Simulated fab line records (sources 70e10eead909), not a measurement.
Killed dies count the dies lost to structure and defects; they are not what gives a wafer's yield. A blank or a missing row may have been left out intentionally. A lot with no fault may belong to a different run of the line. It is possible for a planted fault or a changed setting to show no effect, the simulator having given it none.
fab line records | flow nand-harc
record lots=13 wafers=39 last-day=24
route steps=1159 shown A_SLIT@795 A_WL_FILL@828 A_CONTACT@842 END@1159
lots with no fault: from the same line, run without faults
start-h: start of the lot's first displayed wafer, in hours after the record's first day | wait-h: time in hours since the lot's previous step | " as in the row above | L1.1+2: a row that stands for several wafers | - value missing, or start not given | * or withheld: withheld | < > ~ a bound
route shown NAME@n: a module of which the file shows steps, and the number in the route of the first | usual: the fault-free wafers' mean and standard deviation | same: alike in all rows | chamber/n: place in a boat | sites: the reading at each site | _std_site: the standard deviation of these | _edge_site: outer sites' mean less inner sites' | radius-mm: how far each site lies from the wafer's centre | mask NAME#n: copy n | behind: tool/chamber where the wafer was last shaped | hold: cause of the lot's hold/its duration in hours/its outcome | device: the transistor (n, p or np) that didn't switch | end of line: at the end of the route, the tests of the same wafers | a step with no rows: only its recipe | killed: dies lost to structure and defects at the first sort, not the wafer's yield | map: a wafer's dies, x killed, . not, _ none there
set.NAME: setting as actually run; set.NAME@STEP: the setting as run at that earlier step | model.NAME: the simulator's own value behind a step, which no gauge read
steps of the route over a sample of lots; a table a step, a row a wafer
services: when a tool's chamber went out of use (start-h, in hours from the record's first day, below 0 if earlier), for how many hours, and the reason
## steps
# step NHARC_A_SLIT_ETCH_15
# recipe target-depth-a=32000 over-etch-frac=0.3 time-s=832 ion-energy-ev=150 o2-flow-sccm=400 cos-flow-sccm=20 ar-flow-sccm=0 rf-w=500 bias-w=300 chemistry=O2/COS
# usual drypump-motor-current-A=5.7/0.34 oes-product-au=0.994/0.0092 rf-vpp-V=315.1/2 showerhead-plenum-p-Torr=3.18/0.13 throttle-valve-pct=28.331/0.009
# columns lot.wafer tool chamber start-h wait-h drypump-motor-current-A oes-product-au rf-hours-counter-h rf-vpp-V showerhead-plenum-p-Torr throttle-valve-pct
L888.2 rie-diel-02 1 - - 5.7 0.974 13 314.6 3.17 28.333
L888.1 " 0 " " 6.2 1.000 13 315.5 3.24 28.314
L888.6 " 1 " " 5.7 0.984 - 315.1 3.17 28.327
L889.3 rie-diel-07 3 - - 5.4 0.991 5 312.1 2.97 28.320
L889.1 " 1 " " 5.3 0.999 3 316.4 3.34 28.355
L889.5 " 2 " " 5.4 1.012 - 317.8 3.35 28.334
L890.2 rie-diel-07 1 - - 5.3 1.005 4 316.1 3.34 28.331
L890.3 " 2 " " 5.4 0.996 6 318.5 3.35 28.326
L890.5 " 2 " " 5.4 1.000 - 317.8 3.35 28.327
L891.2 rie-diel-12 3 - - 6.3 0.980 10 313.2 3.03 28.323
L891.4 " 1 " " 5.2 0.989 9 316.0 3.26 28.334
L891.5 " 3 " " 6.3 0.981 - 314.5 3.03 28.332
L892.2 rie-diel-12 3 - - 6.3 0.972 11 313.0 3.03 28.324
L892.6 " 0 " " 5.6 0.998 - 313.9 3.09 28.330
L892.5 " 1 " " 5.2 0.993 - 315.8 3.26 28.336
L893.4 rie-diel-07 3 - - 5.4 0.989 8 312.1 2.97 28.327
L893.3 " 0 " " 5.8 1.001 8 314.5 3.16 28.322
L893.5 " 2 " " 5.4 1.005 - 317.1 3.35 28.336
L899.4 rie-diel-02 1 - - 5.6 0.997 2 316.1 3.17 28.343
L899.3 " 2 " " 5.9 1.007 2 315.2 3.22 28.339
L899.6 " 2 " " 5.9 0.993 - 316.0 3.22 28.326
L897.3 rie-diel-02 1 - - 5.7 0.988 3 313.9 3.17 28.348
L897.6 " 2 " " 5.9 0.996 - 317.3 3.22 28.323
L897.5 " 3 " " 5.7 0.989 - 314.0 3.11 28.328
L903.3 rie-diel-12 0 - - 5.6 0.997 3 313.0 3.09 28.340
L903.4 " 1 " " 5.3 1.003 2 315.9 3.26 28.326
L903.6 " 0 " " 5.6 0.995 - 313.6 3.09 28.340
L904.2 rie-diel-12 2 - - 5.8 1.006 3 317.3 3.32 28.331
L904.4 " 0 " " 5.6 0.981 4 311.8 3.09 28.327
L904.6 " 2 " " 5.8 1.014 - 316.7 3.32 28.315
L906.4 rie-diel-02 2 - - 5.9 0.992 6 314.5 3.22 28.343
L906.3 " 3 " " 5.7 0.973 5 315.8 3.10 28.336
L906.1 " 0 " " 6.2 1.005 5 316.0 3.24 28.351
L907.4 rie-diel-07 3 - - 5.4 0.998 2 311.2 2.96 28.339
L907.2 " 0 " " 5.9 1.000 2 315.9 3.16 28.331
L907.5 " 2 " " 5.4 0.993 - 317.2 3.35 28.313
L911.1 rie-diel-07 2 - - 5.4 0.989 4 317.6 3.35 28.332
L911.2 " 1 " " 5.3 0.994 3 317.9 3.34 28.336
L911.5 " 2 " " 5.4 0.980 - 318.1 3.35 28.338
# step NHARC_A_WL_FILL_CVD_23
# recipe target-thk-a=400 temp-c=620 pressure-mtorr=200 time-s=800 material=poly-Si
# usual spike-tc-centre-C=620.5/1.3
# columns lot.wafer tool chamber start-h wait-h spike-tc-centre-C
L888.1 lpcvd-poly-01 0 355.50 2.6 620.4
L888.2 " 0 " " 620.5
L888.6 " 0 " " 619.9
L889.1 lpcvd-poly-01 0 355.50 1.6 621.0
L889.3 " 0 " " 621.7
L889.5 " 0 " " 620.8
L890.2 lpcvd-poly-02 0 370.21 2.4 622.0
L890.3 " 0 " " 621.2
L890.5 " 0 " " 623.0
L892.2 lpcvd-poly-03 0 380.78 2.2 620.5
L892.5 " 0 " " 620.4
L892.6 " 0 " " 619.2
L891.2 lpcvd-poly-03 0 403.09 32.3 620.6
L891.4 " 0 " " 619.3
L891.5 " 0 " " 619.7
L893.3 lpcvd-poly-03 0 410.78 30.4 619.3
L893.4 " 0 " " 620.4
L893.5 " 0 " " 617.8
L899.3 lpcvd-poly-02 0 418.19 2.4 620.5
L899.4 " 0 " " 621.3
L899.6 " 0 " " 621.8
L897.3 lpcvd-poly-01 0 421.49 2.1 619.6
L897.5 " 0 " " 623.5
L897.6 " 0 " " 619.3
L903.3 lpcvd-poly-01 0 451.60 2.4 622.5
L903.4 " 0 " " 620.9
L903.6 " 0 " " 621.4
L904.2 lpcvd-poly-01 0 459.89 2.6 620.6
L904.4 " 0 " " 621.6
L904.6 " 0 " " 621.5
L906.1 lpcvd-poly-01 0 464.65 2.6 620.6
L906.3 " 0 " " 620.2
L906.4 " 0 " " 622.8
L907.2 lpcvd-poly-03 0 481.96 2.1 620.2
L907.4 " 0 " " 619.0
L907.5 " 0 " " 621.5
L911.1 lpcvd-poly-01 0 494.60 2.6 621.3
L911.2 " 0 " " 621.3
L911.5 " 0 " " 622.6
# step NHARC_A_WL_FILL_ETCHBACK_26
# recipe target-depth-a=520 time-s=13.3 hbr-flow-sccm=150 rf-w=350 icp-w=350 bias-w=60 chemistry=HBr
# usual drypump-motor-current-A=5.7/0.47 oes-product-au=1.001/0.012 throttle-valve-pct=23.266/0.009
# columns lot.wafer tool chamber start-h wait-h drypump-motor-current-A oes-product-au rf-hours-counter-h throttle-valve-pct
L888.2 rie-si-06 3 358.09 0.4 5.7 0.992 1.2 23.270
L888.1 " 1 " " 5.9 1.023 1.1 23.276
L888.6 " 3 " " 5.7 0.999 - 23.262
L889.1 rie-si-02 0 358.09 0.4 5.5 1.000 1.1 23.252
L889.3 " 2 " " 5.3 1.011 1.1 23.255
L889.5 " 0 " " 5.5 1.006 - 23.264
L890.2 rie-si-06 0 372.78 0.4 6.3 0.992 0.0 23.276
L890.3 " 2 " " 6.4 1.004 0.1 23.255
L890.5 " 3 " " 5.7 1.011 - 23.264
L892.2 rie-si-02 3 383.41 0.4 6.4 0.984 1.4 23.285
L892.6 " 1 " " 5.9 0.989 - 23.245
L892.5 " 2 " " 5.3 0.993 - 23.279
L891.2 rie-si-02 0 405.70 0.4 5.5 0.991 1.3 23.257
L891.4 " 3 " " 6.4 1.002 1.3 23.266
L891.5 " 1 " " 5.9 1.011 - 23.268
L893.3 rie-si-03 0 413.39 0.4 4.7 0.985 0.4 23.284
L893.4 " 2 " " 5.4 0.998 0.3 23.282
L893.5 " 0 " " 4.7 0.981 - 23.258
L899.3 rie-si-06 2 420.80 0.4 6.5 1.000 0.3 23.283
L899.4 " 3 " " 5.7 1.011 0.4 23.273
L899.6 " 1 " " 5.9 1.009 - 23.273
L897.3 rie-si-02 1 424.10 0.4 5.8 1.000 0.2 23.255
L897.5 " 2 " " 5.3 1.021 - 23.275
L897.6 " 3 " " 6.4 0.985 - 23.266
L903.3 rie-si-03 1 454.20 0.4 5.8 1.000 0.9 23.269
L903.4 " 2 " " 5.4 0.999 0.8 23.262
L903.6 " 0 " " 4.7 1.004 - 23.266
L904.4 rie-si-02 3 462.47 0.4 6.4 0.984 0.5 23.263
L904.2 " 1 " " 5.8 0.989 0.5 23.256
L904.6 " 2 " " 5.3 1.017 - 23.263
L906.4 rie-si-02 3 467.23 0.4 6.4 0.980 0.5 23.274
L906.1 " 0 " " 5.5 0.981 0.5 23.269
L906.3 " 1 " " 5.8 0.998 0.5 23.255
L907.2 rie-si-03 3 484.56 0.4 5.7 1.006 1.1 23.266
L907.4 " 1 " " 5.8 1.015 1.2 23.280
L907.5 " 0 " " 4.7 0.999 - 23.274
L911.1 rie-si-02 2 497.17 0.4 5.3 1.022 0.8 23.276
L911.2 " 0 " " 5.5 0.986 0.6 23.251
L911.5 " 1 " " 5.8 0.993 - 23.256
# step NHARC_A_CONTACT_DEP_28
# recipe target-thk-a=36000 temp-c=400 material=aC
# usual throttle-valve-pct=34.999/0.0092
# columns lot.wafer tool chamber start-h wait-h throttle-valve-pct
L888.1 acl-dep-03 0 365.54 0.9 34.996
L888.2 " 0 " " 35.004
L888.6 " 0 367.34 2.7 35.006
L889.1 acl-dep-02 0 365.68 0.8 34.994
L889.3 " 0 " " 35.002
L889.5 " 0 " " 34.993
L890.2 acl-dep-02 0 382.63 3.1 34.989
L890.3 " 0 " " 35.005
L890.5 " 0 " " 34.996
L892.2 acl-dep-01 0 394.74 0.4 35.000
L892.5 " 0 395.83 1.5 34.996
L892.6 " 0 " " 35.009
L891.2 acl-dep-02 0 414.83 1.4 34.996
L891.4 " 0 " " 34.996
L891.5 " 0 " " 34.997
L899.3 acl-dep-02 0 428.20 0.8 35.007
L899.4 " 0 " " 35.001
L899.6 " 0 " " 35.005
L893.3 acl-dep-03 0 430.29 1.7 35.001
L893.4 " 0 " " 35.003
L893.5 " 0 " " 34.991
L897.3 acl-dep-03 0 432.48 0.8 35.006
L897.5 " 0 " " 35.005
L897.6 " 0 " " 34.990
L903.3 acl-dep-02 0 461.99 0.8 34.995
L903.4 " 0 " " 35.002
L903.6 " 0 " " 34.984
L904.2 acl-dep-03 0 473.68 0.4 35.007
L904.4 " 0 " " 34.992
L904.6 " 0 " " 34.988
L906.1 acl-dep-03 0 479.24 1.3 35.008
L906.3 " 0 " " 34.983
L906.4 " 0 " " 34.999
L907.2 acl-dep-03 0 496.66 0.4 35.016
L907.4 " 0 " " 35.004
L907.5 " 0 " " 34.993
L911.1 acl-dep-03 0 508.06 0.1 35.006
L911.2 " 0 " " 35.018
L911.5 " 0 509.53 1.5 34.994
# step NHARC_END_SORT_01
# recipe temp-c=25
# usual killed-at-array=24/8.8 killed-at-other=0.7/0.99 killed-at-periphery=3.5/2.6 killed-dies=28/9.3 killed-open=3.2/1.7 killed-short=1.7/1.4
# same gross-dies=677
# columns lot.wafer tool chamber start-h wait-h killed-at-array killed-at-other killed-at-periphery killed-dies killed-open killed-short
L891.2 prober-01 0 494.40 2.8 25 2 3 30 1 2
L891.4 prober-01 0 495.98 3.4 22 1 4 27 2 0
L891.5 prober-01 0 496.77 3.7 24 0 2 26 3 1
L893.3 prober-01 0 503.87 3.1 12 2 0 14 5 0
L893.4 prober-01 0 504.67 3.4 13 2 1 16 5 2
L893.5 prober-01 0 505.46 3.7 11 1 3 15 5 0
# killed by level:class
L891.2 A_CHANNEL_HOLE_D1:chamber-film-flake=10 A_CONTACT:chamber-film-flake=7 A_SLIT:chamber-film-flake=3 P_M2:chamber-film-flake=2 A_STAIRCASE:chamber-film-flake=2 A_WL_FILL:geometric-particle:short=1 STARTING-WAFER:geometric-particle:short=1 P_STI:chamber-film-flake=1
L891.4 A_CHANNEL_HOLE_D1:chamber-film-flake=9 A_CONTACT:chamber-film-flake=6 A_STAIRCASE:chamber-film-flake=3 P_ZERO_WELL:chamber-film-flake=2 A_M0:chamber-film-flake=2 A_M0:geometric-particle:open=1 STARTING-WAFER:geometric-particle:open=1 P_STI:chamber-film-flake=1
L891.5 A_CHANNEL_HOLE_D1:chamber-film-flake=13 A_STAIRCASE:chamber-film-flake=3 A_CONTACT:chamber-film-flake=3 P_STI:chamber-film-flake=2 A_CHANNEL_FILL_D1:geometric-particle:open=1 A_CHANNEL_FILL_D1:geometric-particle:short=1 A_SGD_CUT:geometric-particle:open=1 A_M0:geometric-particle:open=1
L893.3 A_CHANNEL_HOLE_D1:chamber-film-flake=4 A_CONTACT:chamber-film-flake=3 A_CONTACT:geometric-particle:open=2 THIN_TSV:chamber-film-flake=2 A_CHANNEL_HOLE_D1:geometric-particle:open=1 A_CHANNEL_FILL_D1:geometric-particle:open=1 A_BLC:geometric-particle:open=1
L893.4 A_CHANNEL_HOLE_D1:chamber-film-flake=3 A_CONTACT:geometric-particle:open=2 A_M0:geometric-particle:open=2 A_CONTACT:chamber-film-flake=2 THIN_TSV:chamber-film-flake=2 A_CHANNEL_FILL_D1:geometric-particle:open=1 A_CONTACT:geometric-particle:short=1 A_M0:geometric-particle:short=1
L893.5 A_CHANNEL_HOLE_D1:chamber-film-flake=5 A_CONTACT:geometric-particle:open=3 P_CONTACT:geometric-particle:open=1 A_WL_FILL:geometric-particle:open=1 P_ZERO_WELL:chamber-film-flake=1 P_GATE:chamber-film-flake=1 A_WL_FILL:chamber-film-flake=1 A_CONTACT:chamber-film-flake=1
## services
# columns tool chamber start-h hours kind
rie-diel-12 3 301.25 3.0 repair
rie-diel-02 1 302.50 17.2 repair
rie-diel-02 - 327.70 9.0 pm
rie-si-03 - 332.00 9.0 pm
rie-si-03 - 342.05 0.2 repair
acl-dep-02 - 350.87 13.0 pm
rie-si-06 - 360.00 9.0 pm
rie-si-02 - 372.21 0.6 repair
rie-si-03 2 374.29 1.4 repair
rie-diel-12 - 379.40 9.0 pm
rie-si-02 - 388.00 9.0 pm
rie-si-02 0 388.00 9.0 vent-cycle
rie-diel-07 - 390.12 0.7 repair
rie-si-03 2 403.24 3.7 repair
rie-diel-07 - 405.20 9.0 pm
acl-dep-03 - 407.80 13.0 pm
rie-diel-02 - 442.66 0.3 repair
rie-diel-02 1 453.80 2.2 repair
rie-si-06 1 457.27 1.0 repair
acl-dep-01 - 473.26 13.0 pm
lpcvd-poly-01 - 488.47 3.0 repair
lpcvd-poly-02 - 494.00 26.0 pm
rie-diel-02 - 504.70 9.0 pm
rie-si-03 - 509.00 9.0 pm
## key
first-sign step=NHARC_A_WL_FILL_CVD_23 reading=wait-h direction=changed
effect none on later readings
met-at NHARC_A_WL_FILL_CVD_23
struck-lots L891,L893
struck-wafers L891.2,L891.4,L891.5,L893.3,L893.4,L893.5
tester-left-out L891,L893
not-acting-at NHARC_A_SLIT_ETCH_15,NHARC_A_WL_FILL_ETCHBACK_26,NHARC_A_CONTACT_DEP_28
fault kind=queue-time-violation tool=lpcvd-poly-01,lpcvd-poly-02,lpcvd-poly-03 chamber=0 onset-h=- steps=NHARC_A_WL_FILL_CVD_23 delay-hr=30 scope=struck-lots-only
# tester-left-out: of these lots the tester's yield and bins aren't shown, on N5 and GAA mostly nor the transistor test; their killed dies are dies lost to structure and defects alone, not to doping, threshold or leakage, so they don't give the yield
